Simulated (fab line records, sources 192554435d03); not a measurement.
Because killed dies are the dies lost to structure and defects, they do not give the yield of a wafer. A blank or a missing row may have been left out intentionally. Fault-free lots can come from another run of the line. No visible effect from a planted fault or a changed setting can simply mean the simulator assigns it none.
A lot that was struck, set against a sound lot -- flow n5_finfet -- 24 steps out of a route of 1938
Sound: wafers L905.1, L905.2, L905.6. Struck: wafer L922.3 (L922.1, L922.5, from the same lot, were not struck and are left out); the cause is given at the end.
Order at every step that has rows: each side's tool, ch and its chambers, its first start. Under that, the readings that differ: sound wafers -- struck wafers -- difference of the means -- sigmas: that difference in standard deviations of wafers without a fault.
alike: a reading whose means differ by less than 2 such deviations, as well as words and numbers matching on both sides. not compared: withheld readings; readings where some wafer has no value; bounds like >300 that might hide an equal value; numbers whose values overlap and for which the record gives no deviation.
Wherever a step has rows on one side only, a row that says differs or no value, or a row with sigmas, the two part there. Numbers that don't overlap but have no deviation are shown without sigmas and don't part them. A reading missing from all wafers of one side parts the sides only when that side holds two or more wafers.

first, 11 steps without rows for these wafers: N5_BEOL_M6_ETCH_62 (etches SOC in N2/H2, target depth 110 nm, overetch 22 nm, time 165 s); N5_BEOL_M6_STRIP_68 (strips in N2/H2); N5_BEOL_M6_STRIP_67 (strips in CF4); N5_BEOL_M6_HM_OPEN_17 (chemistry Cl2/BCl3, target TiN, target depth 20 nm, overetch 6 nm); N5_BEOL_M6_STRIP_19 (strips in O2); N5_BEOL_M6_COAT_63 (time 60 s, resist thk 60 nm); N5_BEOL_M6_COAT_64 (time 60 s, resist thk 12 nm); N5_BEOL_M6_COAT_71 (time 60 s, resist thk 5 nm); N5_BEOL_M6_COAT_22 (resist thk 30 nm); N5_BEOL_M6_EBR_24; N5_BEOL_M6_SOFTBAKE_23 (time 60 s).
N5_BEOL_M6_EXPOSE_25: exposes mask V5, target cd 40 nm.
  sound on euv_scanner-01 ch 0, day 9 11:25; struck on euv_scanner-02 ch 0, day 13 16:21
  alike: mask, focus_offset_nm
then, 2 steps without rows for these wafers: N5_BEOL_M6_PEB_26 (peb time 60 s); N5_BEOL_M6_DEVELOP_27 (develop time 30 s).
N5_BEOL_M6_CD_MEAS_28: target cd 40 nm.
  sound on cd_sem-03 ch 0, day 9 11:34; struck on cd_sem-01 ch 0, day 13 16:29
reading,sound,struck,difference,sigmas
cd_nm (nm),40.11 39.98 40.16,43.71,+3.63,+16
N5_BEOL_M6_DESCUM_33: chemistry O2, time 7 s.
  sound on rie_diel-05 ch 1,2,3, day 9 12:08; struck on rie_diel-04 ch 2, day 13 16:36
reading,sound,struck,difference,sigmas
model.BEOL_M6.cd_nm (nm),40.2 40 40.2,43.4,+3.3,
  alike: bias_power_w, drypump_motor_current_A, oes_product_au, rf_vpp_V, showerhead_plenum_p_Torr, throttle_valve_pct
  not compared: rf_hours_counter_h
then, 5 steps without rows for these wafers: N5_BEOL_M6_ETCH_72 (etches underlayer in N2/H2, target depth 6.5 nm, time 5.2 s); N5_BEOL_M6_ETCH_65 (etches SiARC in CF4, target depth 15.6 nm, time 26 s); N5_BEOL_M6_ETCH_66 (etches SOC in N2/H2, target depth 80 nm, overetch 16 nm, time 120 s); N5_BEOL_M6_STRIP_69 (strips in N2/H2); N5_BEOL_M6_STRIP_73 (strips in N2/H2).
N5_BEOL_M6_VIA_ETCH_34: etches SiCOH lowk in C4F6/O2, target depth 126.3 nm, time 50.9 s.
  sound on rie_diel-05 ch 1,2,3, day 9 12:19; struck on rie_diel-04 ch 2, day 13 16:47
reading,sound,struck,difference,sigmas
rf_vpp_V (V),663 675 667,657,-11,-2
model.BEOL_M6.cd_nm (nm),40 40 40.4,43.6,+3.5,
  alike: drypump_motor_current_A, oes_ar_750_au, oes_product_au, showerhead_plenum_p_Torr, throttle_valve_pct
  not compared: rf_hours_counter_h
then, 1 step without rows for these wafers: N5_BEOL_M6_STRIP_76 (strips in C4F6/O2).
-- here the record skips 4 days between the struck wafers' starts before and after, leaving off in module BEOL_M6 and picking up in module PASSIVATION (first step shown: number 1936 of the route) --
N5_PASSIVATION_PROBE_49:
  struck on prober-01, day 17 05:13; sound on prober-02, day 12 13:10
reading,sound,struck,difference,sigmas
killed_at_front_end,39 26 26,57,+27,+2
sort_bin_6_memory (%),1.9 1.9 2.5,3.6,+1.5,+2
  alike: defect_limited_yield, killed_at_M0_to_M3, killed_at_M4_up, killed_at_contacts, killed_at_other, killed_dies, killed_open, killed_short, sort_bin_5_function, sort_n_pass, sort_yield_pct

WHERE THEY PART
Earliest at N5_BEOL_M6_CD_MEAS_28; latest, in this record, at N5_PASSIVATION_PROBE_49.

WHY: what the simulator had put in
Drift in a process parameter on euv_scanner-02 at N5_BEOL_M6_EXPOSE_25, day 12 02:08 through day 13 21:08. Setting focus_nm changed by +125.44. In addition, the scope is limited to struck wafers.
